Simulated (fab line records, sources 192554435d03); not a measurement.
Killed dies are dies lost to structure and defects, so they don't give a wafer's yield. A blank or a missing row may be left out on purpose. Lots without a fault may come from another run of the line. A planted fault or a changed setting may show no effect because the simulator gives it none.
fab line records | flow n5_finfet
record lots=6 wafers=18 last_day=17
route steps=1938 shown BEOL_M10@1514 PASSIVATION@1936
lots that met no fault: from a run of the same line without faults
start_h: hours from the record's first day to the start of the lot's first wafer shown | wait_h: hours since the lot's step before | " the same as in the row above | L1.1+2: a row that stands for several wafers | - no value, or no start given | * or withheld: withheld | < > ~ a bound
route shown NAME@n: a module of which the file shows steps, and the number in the route of the first | usual: mean/standard deviation of fault-free wafers | same: alike in all rows | chamber/n: place in a boat | sites: the reading at each site | _std_site: their standard deviation | _edge_site: outer sites' mean less inner sites' | radius_mm: how far each site lies from the wafer's centre | mask NAME#n: copy n | behind: the tool/chamber that last shaped the wafer | hold: why the lot was held/for how many hours/how that ended | device: the transistor (n, p or np) that didn't switch | end of line: the same wafers' tests at the end of the route | a step without rows: its recipe alone | killed: dies lost to structure and defects at the first sort, not the wafer's yield | map: a wafer's dies, x killed, . not, _ none there
set.NAME: the setting as run; set.NAME@STEP: as run at that earlier step | model.NAME: the simulator's own value behind a step, which no gauge read
lots at some steps of the route; a table a step, a row a wafer
services: from which hour (start_h, from the record's first day; less than 0 if before it) a tool's chamber was out of use, for how many hours, and why
## steps
# step N5_BEOL_M10_STRIP_77
# recipe chemistry=N2/H2 time_s=10 power_w=450 temp_c=40 pressure_mtorr=20 rf_frequency_hz=6e+07 bias_power_w=7 n2_flow_sccm=200 h2_flow_sccm=200
# step N5_BEOL_M10_OCD_MEAS_38
# usual trench_depth_nm=146/3.2
# columns lot.wafer tool chamber start_h wait_h trench_depth_nm
L696.1 ocd-02 - 238.99 - 147
L696.2 " - " " 149
L696.5 " - " " 149
L697.2 ocd-02 - 246.14 - 147
L697.3 " - " " 141
L697.5 " - " " 148
L698.4 ocd-01 - 260.98 - 144
L698.5 " - " " 145
L698.6 " - " " 142
L701.2 ocd-02 - 272.39 - 143
L701.4 " - " " 140
L701.5 " - " " 142
L708.1 ocd-02 - 333.35 - 147
L708.4 " - " " 147
L708.6 " - " " 143
L713.1 ocd-02 - 357.34 - 147
L713.2 " - " " 143
L713.4 " - " " 154
# step N5_BEOL_M10_HM_STRIP_39
# recipe chemistry=peroxide_tin_strip material=TiN target_depth_a=250 temp_c=50 time_s=158
# step N5_BEOL_M10_SRD_40
# recipe time_s=30 temp_c=23 rinse_liquid=diw dry=ipa_marangoni
# step N5_BEOL_M10_PRECLEAN_42
# recipe chemistry=residue_remover time_s=60 temp_c=40
# step N5_BEOL_M10_SRD_43
# recipe time_s=30 temp_c=23 rinse_liquid=diw dry=ipa_marangoni
# step N5_BEOL_M10_CD_MEAS_35
# recipe target_cd_nm=70 polarity=opening
# usual cd_nm=69.5/0.78
# columns lot.wafer tool chamber start_h wait_h cd_nm
L696.1 cd_sem-03 - 239.15 0.0 69.8
L696.2 " - " " 69.3
L696.5 " - " " 69.8
L697.2 cd_sem-02 - 246.30 0.0 69.6
L697.3 " - " " 69.1
L697.5 " - " " 68.4
L698.4 cd_sem-01 - 261.14 0.0 69.8
L698.5 " - " " 69.2
L698.6 " - " " 69.0
L701.2 cd_sem-02 - 272.64 0.0 69.8
L701.4 " - " " 69.7
L701.5 " - " " 69.8
L708.1 cd_sem-03 - 333.51 0.0 70.3
L708.4 " - " " 69.8
L708.6 " - " " 70.1
L713.1 cd_sem-02 - 357.49 0.0 69.0
L713.2 " - " " 70.0
L713.4 " - " " 70.6
# step N5_BEOL_M10_CURE_72
# recipe temp_c=370 time_s=120 ambient=DMADMS/He material=SiCOH_lowk
# usual lamp_power_pct=52.30/0.05 wafer_temp_C_max=371.6/0.62
# columns lot.wafer tool chamber start_h wait_h lamp_power_pct wafer_temp_C_max
L696.1 uv_cure-02 1 239.19 0.0 52.30 371.0
L696.2 " 1 " " 52.30 370.9
L696.5 " 1 " " 52.29 371.3
L697.2 uv_cure-01 1 246.39 0.1 52.31 371.9
L697.3 " 1 " " 52.35 371.9
L697.5 " 1 " " 52.30 371.1
L698.4 uv_cure-03 0 261.32 0.2 52.34 372.0
L698.5 " 0 " " 52.27 371.2
L698.6 " 0 " " 52.30 371.1
L701.2 uv_cure-02 0 272.75 0.1 52.29 371.5
L701.4 " 0 " " 52.33 371.6
L701.5 " 0 " " 52.28 371.1
L708.1 uv_cure-01 1 333.55 0.0 52.31 371.4
L708.4 " 1 " " 52.24 371.6
L708.6 " 1 " " 52.28 371.6
L713.1 uv_cure-03 0 357.54 0.0 52.24 370.7
L713.2 " 0 " " 52.38 370.9
L713.4 " 0 " " 52.29 371.2
# step N5_BEOL_M10_DEGAS_44
# recipe ambient=vacuum temp_c=250 time_s=60
# step N5_BEOL_M10_PRE_CLEAN_45
# recipe gas=H2/He time_s=30 temp_c=250
# usual heater_power_w=337/33
# columns lot.wafer tool chamber start_h wait_h heater_power_w
L696.1 pvd_sputter-02 - 239.74 0.0 371
L696.2 " - " " 349
L696.5 " - " " 370
L697.2 pvd_sputter-02 - 247.04 0.0 390
L697.3 " - " " 329
L697.5 " - " " 348
L698.4 pvd_sputter-02 - 261.58 0.0 347
L698.5 " - " " 333
L698.6 " - " " 366
L701.2 pvd_sputter-01 - 273.14 0.0 312
L701.4 " - " " 328
L701.5 " - " " 317
L708.1 pvd_sputter-01 - 333.91 0.0 236
L708.4 " - " " 313
L708.6 " - " " 322
L713.1 pvd_sputter-02 - 357.95 0.0 377
L713.2 " - " " 338
L713.4 " - " " 335
# step N5_BEOL_M10_ALD_74
# recipe material=TaN target_thk_a=20 temp_c=275 ald_precursor_family=PDMAT ald_co_reactant=NH3 pressure_torr=3 carrier_flow_sccm=1500 pulse_time_s=2 purge_time_s=3 co_reactant_purge_time_s=2 co_reactant_pulse_time_s=3 ald_cycles=40 precursor_vessel_temp_c=75 precursor_vessel_pressure_torr=26.25 precursor_vessel_carrier_sccm=1000
# usual heater_power_w=416/34
# columns lot.wafer tool chamber start_h wait_h heater_power_w
L696.1 ald_metal-01 0 239.88 0.1 456
L696.2 " 1 " " 427
L696.5 " 1 " " 409
L697.2 ald_metal-01 1 247.12 0.1 425
L697.3 " 3 " " 441
L697.5 " 0 " " 449
L698.4 ald_metal-01 3 261.87 0.3 434
L698.5 " 0 " " 448
L698.6 " 3 " " 450
L701.2 ald_metal-01 0 273.20 0.0 451
L701.4 " 3 " " 430
L701.5 " 3 " " 430
L708.1 ald_metal-01 1 333.97 0.0 422
L708.4 " 0 " " 450
L708.6 " 3 " " 443
L713.1 ald_metal-04 3 358.01 0.0 386
L713.2 " 2 " " 397
L713.4 " 2 " " 392
# step N5_BEOL_M10_SURFACE_TREAT_76
# recipe gas=Ar time_s=* ion_energy_ev=* ion_current_ma_cm2=0.5 pressure_mtorr=* ar_flow_sccm=30
# usual throttle_valve_pct=*
# columns lot.wafer tool chamber start_h wait_h throttle_valve_pct
L696.1 pvd_sputter-03 - 240.20 0.2 *
L696.2 " - " " *
L696.5 " - " " *
L697.2 pvd_sputter-03 - 247.63 0.4 *
L697.3 " - " " *
L697.5 " - " " *
L698.4 pvd_sputter-02 - 262.20 0.2 *
L698.5 " - " " *
L698.6 " - " " *
L701.2 pvd_sputter-01 - 273.48 0.2 *
L701.4 " - " " *
L701.5 " - " " *
L708.1 pvd_sputter-03 - 334.27 0.2 *
L708.4 " - " " *
L708.6 " - " " *
L713.1 pvd_sputter-03 - 358.36 0.2 *
L713.2 " - " " *
L713.4 " - " " *
# step N5_BEOL_M10_CVD_75
# recipe material=Co target_thk_a=20 temp_c=withheld precursor=CCTBA/H2 pressure_torr=30 time_s=138.9
# usual run_length_s=162.0/0.59
# columns lot.wafer tool chamber start_h wait_h run_length_s
L696.1 cvd_co-01 0 240.26 0.0 162.8
L696.2 " 1 " " 161.8
L696.5 " 1 " " 162.1
L697.2 cvd_co-01 0 247.73 0.1 162.5
L697.3 " 0 " " 162.7
L697.5 " 0 " " 163.0
L698.4 cvd_co-01 0 262.33 0.1 68.8
L698.5 " 1 " " 68.4
L698.6 " 2 " " 160.8
L701.2 cvd_co-01 2 273.55 0.0 161.2
L701.4 " 2 " " 67.1
L701.5 " 1 " " 67.8
L708.1 cvd_co-02 2 334.55 0.3 161.7
L708.4 " 0 " " 162.4
L708.6 " 1 " " 161.5
L713.1 cvd_co-02 2 358.42 0.0 161.5
L713.2 " 1 " " 161.7
L713.4 " 2 " " 162.4
# step N5_BEOL_M10_SPUTTER_48
# recipe material=Cu target_thk_a=120 temp_c=-20 bias_v=60 power_w=26000 chamber_pressure_pa=0.13 time_s=2
# usual cathode_dc_power_W=26000/4.6 chamber_pressure_pa=0.13/0.00027 substrate_temp_c=-20.00/0.099 throttle_valve_pct=29.9/1.4
# columns lot.wafer tool chamber start_h wait_h cathode_dc_power_W chamber_pressure_pa substrate_temp_c throttle_valve_pct
L696.1 pvd_sputter-02 - 240.41 0.1 26009 0.12994 -19.91 30.6
L696.2 " - " " 25997 0.13055 -19.96 30.2
L696.5 " - " " 26008 0.12986 -20.01 30.4
L697.2 pvd_sputter-03 - 248.03 0.2 25998 0.12949 -19.99 31.2
L697.3 " - " " 26002 0.13024 -20.13 30.9
L697.5 " - " " 25991 0.12998 -19.95 31.8
L698.4 pvd_sputter-02 - 262.46 0.1 26001 0.13028 -20.04 30.7
L698.5 " - " " 26002 0.12986 -20.07 28.9
L698.6 " - " " 26002 0.13014 -20.02 30.1
L701.2 pvd_sputter-01 - 273.66 0.1 26008 0.13001 -19.93 27.4
L701.4 " - " " 26001 0.12979 -20.12 28.9
L701.5 " - " " 26002 0.1295 -20.02 30.4
L708.1 pvd_sputter-01 - 334.80 0.2 25995 0.12975 -20.11 27.1
L708.4 " - " " 26005 0.12969 -19.87 29.0
L708.6 " - " " 25994 0.13014 -20.09 27.3
L713.1 pvd_sputter-01 - 358.54 0.1 26000 0.13022 -20.09 27.0
L713.2 " - " " 25997 0.12998 -20.08 28.8
L713.4 " - " " 26002 0.13022 -20.02 28.5
# step N5_PASSIVATION_PROBE_49
# usual defect_limited_yield=91.2/1.6 killed_at_M0_to_M3=34/11 killed_at_M4_up=13/5.2 killed_at_contacts=13/6.3 killed_at_front_end=40/14 killed_at_other=3.2/2.4 killed_dies=104/19 killed_open=69/14 killed_short=32/7.5 sort_bin_4_leakage=0.00/0.04 sort_bin_5_function=5.3/1.1 sort_bin_6_memory=3.2/0.73 sort_bin_8_speed=0.01/0.038 sort_n_pass=1076/19 sort_yield_pct=91.2/1.6
# same gross_dies=1180 killed_at_back_side=0
# columns lot.wafer tool chamber start_h wait_h defect_limited_yield[%] killed_at_M0_to_M3 killed_at_M4_up killed_at_contacts killed_at_front_end killed_at_other killed_dies killed_open killed_short sort_bin_4_leakage[%] sort_bin_5_function[%] sort_bin_6_memory[%] sort_bin_8_speed[%] sort_n_pass sort_yield_pct[%]
L697.2 prober-02 - 292.68 0.1 92.1 29 6 9 47 2 93 72 20 0 4.4 3.1 0 1087 92.1
L697.3 prober-02 - 292.73 0.1 94.0 20 15 2 32 2 71 49 21 0 3.5 2.4 0 1109 94.0
L697.5 prober-02 - 292.83 0.2 89.3 27 7 9 79 4 126 73 51 0 7.6 2.5 0 1054 89.3
L696.1 prober-01 - 296.91 0.0 92.9 34 6 14 24 6 84 51 29 0 4.0 2.9 0 1096 92.9
L696.2 prober-01 - 296.96 0.1 90.1 59 11 19 28 0 117 73 41 0 6.6 3.1 0 1063 90.1
L696.5 prober-01 - 297.11 0.2 92.2 30 14 16 27 5 92 64 27 0 4.8 2.6 0 1088 92.2
L698.4 prober-01 - 315.09 0.2 91.0 47 16 9 29 5 106 70 33 0 5.2 3.6 0 1074 91.0
L698.5 prober-01 - 315.14 0.2 90.6 57 15 10 27 2 111 71 34 0 4.2 4.5 0.08 1068 90.5
L698.6 prober-01 - 315.19 0.3 91.9 32 10 24 24 5 95 65 28 0 4.5 3.5 0 1085 91.9
L701.2 prober-02 - 319.90 0.1 91.2 47 11 16 27 3 104 71 33 0 5.8 2.9 0 1076 91.2
L701.4 prober-02 - 320.00 0.2 90.9 39 17 13 35 3 107 82 23 0 5.6 3.3 0 1073 90.9
L701.5 prober-02 - 320.05 0.2 91.4 30 19 18 31 4 102 71 27 0 4.9 3.4 0 1078 91.4
L708.1 prober-01 - 384.97 0.0 88.3 53 20 7 56 2 138 94 43 0 7.6 3.6 0 1042 88.3
L708.4 prober-01 - 385.12 0.2 89.5 51 11 14 44 4 124 77 46 0.34 5.8 4.0 0 1052 89.2
L708.6 prober-01 - 385.22 0.3 88.1 61 4 18 50 7 140 91 46 0 7.1 4.3 0 1040 88.1
L713.1 prober-02 - 406.43 0.0 89.6 38 15 10 52 8 123 87 33 0 7.4 2.8 0 1057 89.6
L713.2 prober-02 - 406.48 0.1 91.9 16 18 1 60 0 95 61 33 0 4.2 3.6 0 1085 91.9
L713.4 prober-02 - 406.58 0.2 90.6 33 14 12 51 1 111 75 31 0 5.5 3.2 0 1069 90.6
# killed by level:class
L697.2 FIN_SAQP:geometric_particle:open=13 STI_FIN_REVEAL:geometric_particle:open=10 BEOL_M1:geometric_particle:open=10 BEOL_M3:geometric_particle:open=9 MOL_CONTACT_COAG:geometric_particle:open=8 FIN_SAQP:geometric_particle:short=6 BEOL_M0_SAQP:geometric_particle:open=5 STARTING-WAFER:geometric_particle:open=5
L697.3 FIN_SAQP:geometric_particle:short=7 BEOL_M1:geometric_particle:open=7 FIN_SAQP:geometric_particle:open=5 BEOL_M5:geometric_particle:open=5 STI_FIN_REVEAL:geometric_particle:open=4 BEOL_M3:geometric_particle:open=4 BEOL_M4:geometric_particle:open=4 GATE_CUT:geometric_particle:short=3
L697.5 FIN_SAQP:geometric_particle:open=21 FIN_SAQP:geometric_particle:short=18 ILD0:geometric_particle:short=9 BEOL_M0_SAQP:geometric_particle:open=8 DUMMY_GATE:geometric_particle:open=7 MOL_CONTACT_COAG:geometric_particle:open=7 BEOL_M0_SAQP:geometric_particle:short=7 ILD0:geometric_particle:open=6
L696.1 MOL_CONTACT_COAG:geometric_particle:open=13 BEOL_M0_SAQP:geometric_particle:short=11 STI_FIN_REVEAL:geometric_particle:open=8 BEOL_M0_SAQP:geometric_particle:open=7 BEOL_M3:geometric_particle:open=6 BEOL_M1:geometric_particle:open=3 PASS1_DEP:geometric_particle:open=3 STARTING-WAFER:geometric_particle:short=3
L696.2 BEOL_M3:geometric_particle:open=16 MOL_CONTACT_COAG:geometric_particle:open=12 BEOL_M0_SAQP:geometric_particle:short=11 STI_FIN_REVEAL:geometric_particle:open=7 BEOL_M1:geometric_particle:open=7 MOL_CONTACT_COAG:geometric_particle:short=6 BEOL_M3:geometric_particle:short=6 BEOL_M2:geometric_particle:open=6
L696.5 MOL_CONTACT_COAG:geometric_particle:open=13 BEOL_M3:geometric_particle:open=9 BEOL_M4:geometric_particle:open=9 STI_FIN_REVEAL:geometric_particle:open=7 BEOL_M1:geometric_particle:open=7 ILD0:geometric_particle:open=4 ILD0:geometric_particle:short=4 STARTING-WAFER:geometric_particle:short=4
L698.4 BEOL_M0_SAQP:geometric_particle:open=12 BEOL_M0_SAQP:geometric_particle:short=10 BEOL_M3:geometric_particle:open=10 MOL_CONTACT_COAG:geometric_particle:open=8 BEOL_M2:geometric_particle:open=8 STI_FIN_REVEAL:geometric_particle:open=7 DUMMY_GATE:geometric_particle:open=5 STARTING-WAFER:geometric_particle:short=5
L698.5 BEOL_M2:geometric_particle:open=16 BEOL_M0_SAQP:geometric_particle:open=13 BEOL_M0_SAQP:geometric_particle:short=8 BEOL_M6:geometric_particle:open=7 STI_FIN_REVEAL:geometric_particle:open=6 MOL_CONTACT_COAG:geometric_particle:open=6 BEOL_M1:geometric_particle:open=5 BEOL_M2:geometric_particle:short=5
L698.6 MOL_CONTACT_COAG:geometric_particle:open=18 STI_FIN_REVEAL:geometric_particle:open=8 BEOL_M0_SAQP:geometric_particle:short=7 BEOL_M3:geometric_particle:open=7 STARTING-WAFER:geometric_particle:open=6 MOL_CONTACT_COAG:geometric_particle:short=6 BEOL_M0_SAQP:geometric_particle:open=6 BEOL_M1:geometric_particle:open=3
L701.2 BEOL_M2:geometric_particle:open=12 MOL_CONTACT_COAG:geometric_particle:open=11 BEOL_M3:geometric_particle:open=8 BEOL_M4:geometric_particle:open=6 DUMMY_GATE:geometric_particle:open=6 BEOL_M0:geometric_particle:open=6 FIN_SAQP:geometric_particle:open=5 MOL_CONTACT_COAG:geometric_particle:short=5
L701.4 BEOL_M2:geometric_particle:open=16 FIN_SAQP:geometric_particle:open=10 MOL_CONTACT_COAG:geometric_particle:open=10 STI_FIN_REVEAL:geometric_particle:open=7 DUMMY_GATE:geometric_particle:open=5 BEOL_M0_SAQP:geometric_particle:open=5 BEOL_M3:geometric_particle:open=5 BEOL_M4:geometric_particle:open=5
L701.5 MOL_CONTACT_COAG:geometric_particle:open=16 BEOL_M2:geometric_particle:open=7 BEOL_M1:geometric_particle:open=6 DUMMY_GATE:geometric_particle:open=6 BEOL_M4:geometric_particle:open=6 FIN_SAQP:geometric_particle:open=5 FIN_SAQP:geometric_particle:short=5 BEOL_M3:geometric_particle:open=5
L708.1 FIN_SAQP:geometric_particle:open=20 BEOL_M0_SAQP:geometric_particle:open=16 BEOL_M0_SAQP:geometric_particle:short=12 FIN_SAQP:geometric_particle:short=11 BEOL_M4:geometric_particle:open=11 BEOL_M1:geometric_particle:open=10 GATE_CUT:geometric_particle:short=8 BEOL_M3:geometric_particle:open=8
L708.4 BEOL_M3:geometric_particle:open=15 FIN_SAQP:geometric_particle:open=14 BEOL_M0_SAQP:geometric_particle:open=13 MOL_CONTACT_COAG:geometric_particle:open=10 FIN_SAQP:geometric_particle:short=8 BEOL_M2:geometric_particle:short=7 BEOL_M0_SAQP:geometric_particle:short=6 BEOL_M3:geometric_particle:short=5
L708.6 FIN_SAQP:geometric_particle:open=17 BEOL_M3:geometric_particle:open=16 BEOL_M0_SAQP:geometric_particle:open=13 MOL_CONTACT_COAG:geometric_particle:open=12 FIN_SAQP:geometric_particle:short=11 BEOL_M0_SAQP:geometric_particle:short=11 BEOL_M1:geometric_particle:open=7 MOL_CONTACT_COAG:geometric_particle:short=6
L713.1 BEOL_M0_SAQP:geometric_particle:open=12 FIN_SAQP:geometric_particle:open=11 BEOL_M3:geometric_particle:open=11 GATE_CUT:geometric_particle:short=8 MOL_CONTACT_COAG:geometric_particle:open=8 DUMMY_GATE:geometric_particle:open=7 FIN_SAQP:geometric_particle:short=6 BEOL_M1:geometric_particle:open=5
L713.2 FIN_SAQP:geometric_particle:open=23 FIN_SAQP:geometric_particle:short=15 DUMMY_GATE:geometric_particle:open=5 GATE_CUT:geometric_particle:short=5 BEOL_M4:geometric_particle:open=5 BEOL_M5:geometric_particle:open=5 BEOL_M1:geometric_particle:open=3 BEOL_M2:geometric_particle:open=3
L713.4 BEOL_M3:geometric_particle:open=16 MOL_CONTACT_COAG:geometric_particle:open=11 FIN_SAQP:geometric_particle:open=9 FIN_SAQP:geometric_particle:short=9 STI_FIN_REVEAL:geometric_particle:open=7 BEOL_M4:geometric_particle:open=6 DUMMY_GATE:geometric_particle:open=5 ILD0:geometric_particle:short=5
## services
# columns tool chamber start_h hours kind
uv_cure-03 - 217.24 7.5 pm
cvd_co-01 - 225.40 8.7 repair
ald_metal-04 2 231.67 6.8 repair
ald_metal-04 - 239.21 1.0 repair
uv_cure-02 - 241.18 2.8 pm
uv_cure-01 - 241.66 2.1 pm
cvd_co-01 1 243.35 14.7 repair
cvd_co-01 2 245.00 16.6 repair
cvd_co-02 - 261.34 3.8 pm
uv_cure-01 - 261.58 15.1 repair
ald_metal-04 0 271.85 3.6 repair
cvd_co-01 - 276.75 1.3 repair
ald_metal-01 - 278.79 1.1 repair
uv_cure-01 - 296.75 2.6 repair
uv_cure-03 - 319.69 1.0 pm
uv_cure-02 - 320.20 7.5 pm
ald_metal-01 1 329.28 - calibration
ald_metal-01 - 337.25 14.0 pm
ald_metal-01 0 337.25 14.0 vent_cycle
ald_metal-01 1 337.25 14.0 vent_cycle
ald_metal-01 2 337.25 14.0 vent_cycle
uv_cure-03 - 346.53 6.0 pm
ald_metal-04 1 349.01 10.4 repair
uv_cure-01 - 355.28 2.8 repair
## key
first_sign step=N5_BEOL_M10_CVD_75 reading=run_length_s direction=down sigmas=99+ usual=* struck=*
effect none on later readings
met_at N5_BEOL_M10_CVD_75
struck_wafers L698.4,L698.5,L701.4,L701.5
onset_between 247.73 262.33
fault kind=process_parameter_drift tool=cvd_co-01 chamber=- onset_h=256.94 steps=N5_BEOL_M10_CVD_75 channel=time_s offset=* shape=step end_h=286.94 scope=struck_wafers_only acts_in=* stated=*
